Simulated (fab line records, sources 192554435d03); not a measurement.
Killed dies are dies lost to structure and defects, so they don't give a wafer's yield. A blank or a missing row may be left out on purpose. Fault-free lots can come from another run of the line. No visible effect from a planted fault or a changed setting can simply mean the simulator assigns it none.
Lot-split experiment	flow n5Finfet	21 wafers read across 7 lots, on a route 1938 steps long

SPLIT DETAILS
At N5_BEOL_M1_EXPOSE_08 (exposes mask M1), the setting doseMj was moved away from the recipe's 33 on 9 of the 21 wafers read, by -6.6% to +6.7%. All remaining wafers had this setting at the recipe value.

FROM THE SPLIT TO THE READING: what the file shows between them, 2 steps
- N5_BEOL_M1_PEB_09: peb time 60 s
- N5_BEOL_M1_DEVELOP_10: develop time 30 s

THE READING
Shown in nm: cdNm at N5_BEOL_M1_CD_MEAS_11, with target cd 17.05 nm. Typical for fault-free wafers on this fab line: 16.99 nm, with standard deviation 0.29 nm.

wafer	tool, chamber at the split	doseMj as run	against the recipe	cdNm, nm	against lot-mates on the recipe
L083.1	euvScanner-01, 0	31.89	-3.4%	16.30	-0.85
L083.3	euvScanner-01, 0	33	recipe	17.33	-
L083.4	euvScanner-01, 0	33	recipe	16.97	-
L085.2	euvScanner-01, 0	35.2	+6.7%	17.65	+0.76
L085.3	euvScanner-01, 0	33	recipe	16.89	-
L085.6	euvScanner-01, 0	35.2	+6.7%	17.75	+0.86
L089.4	euvScanner-01, 0	33	recipe	16.77	-
L089.5	euvScanner-01, 0	34.91	+5.8%	18.27	+1.50
L089.6	euvScanner-01, 0	34.91	+5.8%	18.18	+1.41
L090.1	euvScanner-01, 0	33	recipe	17.08	-
L090.2	euvScanner-01, 0	33	recipe	17.34	-
L090.5	euvScanner-01, 0	33	recipe	16.95	-
L092.1	euvScanner-02, 0	33	recipe	17.17	-
L092.2	euvScanner-02, 0	33	recipe	16.86	-
L092.5	euvScanner-02, 0	33	recipe	17.38	-
L094.1	euvScanner-01, 0	33	recipe	16.64	-
L094.4	euvScanner-01, 0	32	-3.0%	16.04	-0.60
L094.5	euvScanner-01, 0	32	-3.0%	16.07	-0.57
L095.2	euvScanner-01, 0	33	recipe	16.69	-
L095.4	euvScanner-01, 0	30.83	-6.6%	15.29	-1.40
L095.6	euvScanner-01, 0	30.83	-6.6%	15.23	-1.46

FIT RESULTS
A straight line over all 21 wafers: cdNm changes by +0.201 nm for each +1% of doseMj; r = +0.93; the points scatter about the line by 0.31 nm.
The same after taking each lot's own level away (the mean of its wafers on the recipe; 21 wafers): +0.195 nm for each +1%; r = +0.95; scatter 0.23 nm.
Per that fit: largest doseMj move, reading shift of 1.3 nm.
The lots' own levels span 16.640 to 17.150 nm, that is 1.8 times the standard deviation above.
Consequently the slope shifts little with the lot-to-lot level, the two slopes agreeing.
Check: for one of the wafers moved furthest among these (+6.7%), held out of the fit, the line's prediction against its lot-mates is +1.39 nm. Against them it came out at +0.76 nm.

THESE WAFERS: OTHER SPLITS
These wafers also went through other splits before the reading. Each is held against what the fit with the lots' levels taken away leaves over:
other split on the same wafers	wafers away from the commonest value	r with cdNm (lot level and that fit taken away)
N5_BEOL_M0_SAQP_ETCH_88 sourceW	9	+0.41
N5_BEOL_M0_SAQP_ALD_48 aldCycles	7	+0.30

THE WHOLE CHAIN: every reading that the file lists as answering this split, in the file's order
step	what it does	reading	change (the file's fit)	r (the file's)
N5_BEOL_M1_CD_MEAS_11	target cd 17.05 nm	cdNm	+0.196 nm for each +1% of the setting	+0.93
N5_BEOL_M1_ETCH_74	etches underlayer in N2/H2, target depth 6.5 nm, time 5.2 s	BEOL_M1.cdOffsetNm (the simulator's own value, which no gauge read)	+0.188 nm for each +1% of the setting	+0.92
N5_BEOL_M1_ETCH_63	etches SiARC in CF4, target depth 15.6 nm, time 26 s	BEOL_M1.cdOffsetNm (the simulator's own value, which no gauge read)	+0.197 nm for each +1% of the setting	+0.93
N5_BEOL_M1_ETCH_64	etches SOC in N2/H2, target depth 75 nm, overetch 15 nm, time 112.5 s	BEOL_M1.cdOffsetNm (the simulator's own value, which no gauge read)	+0.215 nm for each +1% of the setting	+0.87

FILE'S OWN FIT
cdNm changes by +0.196 nm for each +1% of doseMj, r = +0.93.
